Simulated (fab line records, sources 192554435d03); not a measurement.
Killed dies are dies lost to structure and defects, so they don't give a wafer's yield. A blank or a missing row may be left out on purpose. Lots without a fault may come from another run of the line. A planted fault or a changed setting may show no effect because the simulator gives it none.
Split-lot experiment | flow n5_finfet | 7 lots, 39 wafers read, on a route of 1938 steps

THE SPLIT
At N5_WELL_APT_IMPLANT_15, the setting energy_kev was moved away from the recipe's 25 on 9 of the 39 wafers read, by -14.1% to +9.4%. The other wafers ran this setting at the recipe's value.

The reading is taken at the split's own step.

THE READING
implant.drp_nm (the simulator's own value, which no gauge read), in nm, at N5_WELL_APT_IMPLANT_15. The file gives no usual value for it.

wafer  | tool, chamber at the split | energy_kev as run | against the recipe | implant.drp_nm, nm | against lot-mates on the recipe
L079.1 | implanter-01, 0            | 25                | recipe             | 8.457              | -
L079.2 | implanter-01, 0            | 25                | recipe             | 8.457              | -
L079.3 | implanter-01, 0            | 25                | recipe             | 8.457              | -
L079.4 | implanter-01, 0            | 25                | recipe             | 8.457              | -
L079.5 | implanter-01, 0            | 25                | recipe             | 8.457              | -
L079.6 | implanter-01, 0            | 25                | recipe             | 8.457              | -
L081.1 | implanter-01, 0            | 25                | recipe             | 8.457              | -
L081.2 | implanter-01, 0            | 25                | recipe             | 8.457              | -
L081.3 | implanter-01, 0            | 25                | recipe             | 8.457              | -
L081.4 | implanter-01, 0            | 25                | recipe             | 8.457              | -
L081.5 | implanter-01, 0            | 25                | recipe             | 8.457              | -
L081.6 | implanter-01, 0            | 25                | recipe             | 8.457              | -
L082.1 | implanter-02, 0            | 25                | recipe             | 8.457              | -
L082.4 | implanter-02, 0            | 25                | recipe             | 8.457              | -
L082.5 | implanter-02, 0            | 25                | recipe             | 8.457              | -
L082.2 | implanter-02, 0            | 27.36             | +9.4%              | 9.019              | +0.562
L082.3 | implanter-02, 0            | 27.36             | +9.4%              | 9.019              | +0.562
L082.6 | implanter-02, 0            | 27.36             | +9.4%              | 9.019              | +0.562
L084.1 | implanter-02, 0            | 25                | recipe             | 8.457              | -
L084.4 | implanter-02, 0            | 25                | recipe             | 8.457              | -
L084.6 | implanter-02, 0            | 25                | recipe             | 8.457              | -
L084.2 | implanter-02, 0            | 21.47             | -14.1%             | 7.599              | -0.858
L084.3 | implanter-02, 0            | 21.47             | -14.1%             | 7.599              | -0.858
L084.5 | implanter-02, 0            | 21.47             | -14.1%             | 7.599              | -0.858
L092.1 | implanter-02, 0            | 25                | recipe             | 8.457              | -
L092.2 | implanter-02, 0            | 25                | recipe             | 8.457              | -
L092.3 | implanter-02, 0            | 25                | recipe             | 8.457              | -
L092.4 | implanter-02, 0            | 25                | recipe             | 8.457              | -
L092.5 | implanter-02, 0            | 25                | recipe             | 8.457              | -
L092.6 | implanter-02, 0            | 25                | recipe             | 8.457              | -
L096.1 | implanter-01, 0            | 25                | recipe             | 8.457              | -
L096.2 | implanter-01, 0            | 25                | recipe             | 8.457              | -
L096.4 | implanter-01, 0            | 25                | recipe             | 8.457              | -
L096.3 | implanter-01, 0            | 22.04             | -11.8%             | 7.739              | -0.718
L096.5 | implanter-01, 0            | 22.04             | -11.8%             | 7.739              | -0.718
L096.6 | implanter-01, 0            | 22.04             | -11.8%             | 7.739              | -0.718
L097.1 | implanter-02, 0            | 25                | recipe             | 8.457              | -
L097.2 | implanter-02, 0            | 25                | recipe             | 8.457              | -
L097.5 | implanter-02, 0            | 25                | recipe             | 8.457              | -

THE FIT
A straight line over all 39 wafers: implant.drp_nm changes by +0.0604 nm for each +1% of energy_kev; r = +1.00; the points scatter about the line by 0.0026 nm.
The same after taking each lot's own level away (the mean of its wafers on the recipe; 39 wafers): +0.0604 nm for each +1%; r = +1.00; scatter 0.0026 nm.
On that fit, the largest move of energy_kev shifts the reading by 0.85 nm.
The lots' own levels span 8.4570 to 8.4570 nm.
So the lot-to-lot level changes the slope little: the two slopes agree.
Check: with one of the wafers moved furthest among these (-14.1%) left out of the fit, the line predicts -0.854 nm for it against its lot-mates. It came out at -0.858 nm against them.

OTHER SPLITS ON THESE WAFERS
These wafers also went through other splits before the reading. Each is held against what the fit with the lots' levels taken away leaves over:
other split on the same wafers | wafers away from the commonest value | r with implant.drp_nm (lot level and that fit taken away)
N5_WELL_APT_EXPOSE_05 dose_mj  | 15                                   | +0.25

THE WHOLE CHAIN: every reading that the file lists as answering this split, in the file's order
step                   | what it does | reading                                                         | change (the file's fit)                | r (the file's)
N5_WELL_APT_IMPLANT_15 |              | implant.rp_nm (the simulator's own value, which no gauge read)  | +0.141 nm for each +1% of the setting  | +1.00
N5_WELL_APT_IMPLANT_15 |              | implant.drp_nm (the simulator's own value, which no gauge read) | +0.0605 nm for each +1% of the setting | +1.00

THE FILE'S OWN FIT
implant.drp_nm changes by +0.0605 nm for each +1% of energy_kev, r = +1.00.
